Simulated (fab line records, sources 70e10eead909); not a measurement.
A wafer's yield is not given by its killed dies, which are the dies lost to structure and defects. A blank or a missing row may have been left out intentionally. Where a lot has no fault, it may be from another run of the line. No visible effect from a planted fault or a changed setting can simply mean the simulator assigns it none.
Problem report, 8D (eight disciplines) form, completed by code + flow nandHarc + the parts of the form that need people (team, actions taken, sign-off) are left out

1. PROBLEM STATEMENT
On 2 wafers of 1 lot, killedDies at NHARC_END_SORT_01 has a mean of 540; fault-free wafers read 61, standard deviation 19. That puts it +25 standard deviations away from the usual mean.
Earliest sighting: wafer L996.1 on prober-02 at day 29 11:12. The record holds 3 wafers of 1 lot with a number at this step. The rule behind "out" and "out of limits": a value lying over 4 standard deviations away from the usual mean. Any other wafer with a number is counted as sound.

2. WHAT IT IS, WHAT IT ISN'T
| question                    | is                        | is not                                                            |
|-----------------------------|---------------------------|-------------------------------------------------------------------|
| which readings at this step | killedDies, killedAtArray | killedAtOther, killedAtPeriphery, killedOpen, killedShort         |
| which lots                  | L996                      | -                                                                 |
| which wafers of those lots  | L996.1, L996.3            | L996.2                                                            |
| read on which gauges        | prober-02                 | -                                                                 |
| when                        | from day 29 11:12         | up to then (0 sound wafers); but 1 sound wafer of L996 came after |

3. SUSPECTS, AND WHAT RULES EACH OUT
Counting: a tool at a process step up to the reading stays a suspect if it ran every lot that is out. Sound lots after the first of them don't rule it out here, since some wafers of a struck lot are sound.
- the gauge at NHARC_END_SORT_01: kept. All the wafers that are out were read on prober-02, and no step on other tools shows them out.
- cvdW-01 at NHARC_A_WL_FILL_CVD_03 (deposits W, target thk 40 nm, time 279 s): kept. It ran the lot that is out, L996 (day 25 12:14).
- rieDiel-13 at NHARC_THIN_TSV_DESCUM_14 (chemistry O2, time 3 s): kept. It ran the lot that is out, L996 (day 28 20:13).
- rtpAnneal-02 at NHARC_THIN_TSV_ANNEAL_52 (time 90 s): kept. It ran the lot that is out, L996 (day 29 00:02).
- Within cvdW-01 at NHARC_A_WL_FILL_CVD_03, the wafers that are out were processed in chamber 0 and their sound lot-mates in chamber 1.
Left after counting: cvdW-01 at NHARC_A_WL_FILL_CVD_03, rieDiel-13 at NHARC_THIN_TSV_DESCUM_14, rtpAnneal-02 at NHARC_THIN_TSV_ANNEAL_52, prober-02 at NHARC_END_SORT_01.

4. THE CAUSE (what the simulator had put in)
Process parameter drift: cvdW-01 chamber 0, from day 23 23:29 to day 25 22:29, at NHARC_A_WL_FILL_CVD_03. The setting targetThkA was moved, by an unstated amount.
Counting leaves 4 suspects; this tool is one of them.

5. SEQUENCE OF EFFECTS, ordered by route
Rows list readings where the struck wafers' mean (over those with a number) sits beyond 3 standard deviations from the usual. Readings are gone through only where the record gives a usual standard deviation; hours: the median, over the lots, of the time from a lot's start at the first step in this table giving one to that lot's start at this step; sigmas: the change measured in usual standard deviations.
| hours | step              | reading       | usual | on struck wafers | change | sigmas |
|-------|-------------------|---------------|-------|------------------|--------|--------|
| 0     | NHARC_END_SORT_01 | killedAtArray | 56    | 534              | +478   | +25    |
| 0     | NHARC_END_SORT_01 | killedDies    | 61    | 540              | +480   | +25    |

6. WHAT WOULD HAVE CAUGHT IT SOONER
The first out-of-limits reading at a measuring or inspecting step in this record came at day 29 11:12, 132 hours after the fault's start at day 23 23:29.
Of the tool readings at NHARC_A_WL_FILL_CVD_03 for which the record gives a usual standard deviation, none was out on any struck wafer, so an alarm limit of 4 standard deviations on them would not have fired.
By day 29 11:12, every lot that is out (1) had started NHARC_A_WL_FILL_CVD_03 on cvdW-01. A hold on the tool at that time would have spared none of them.
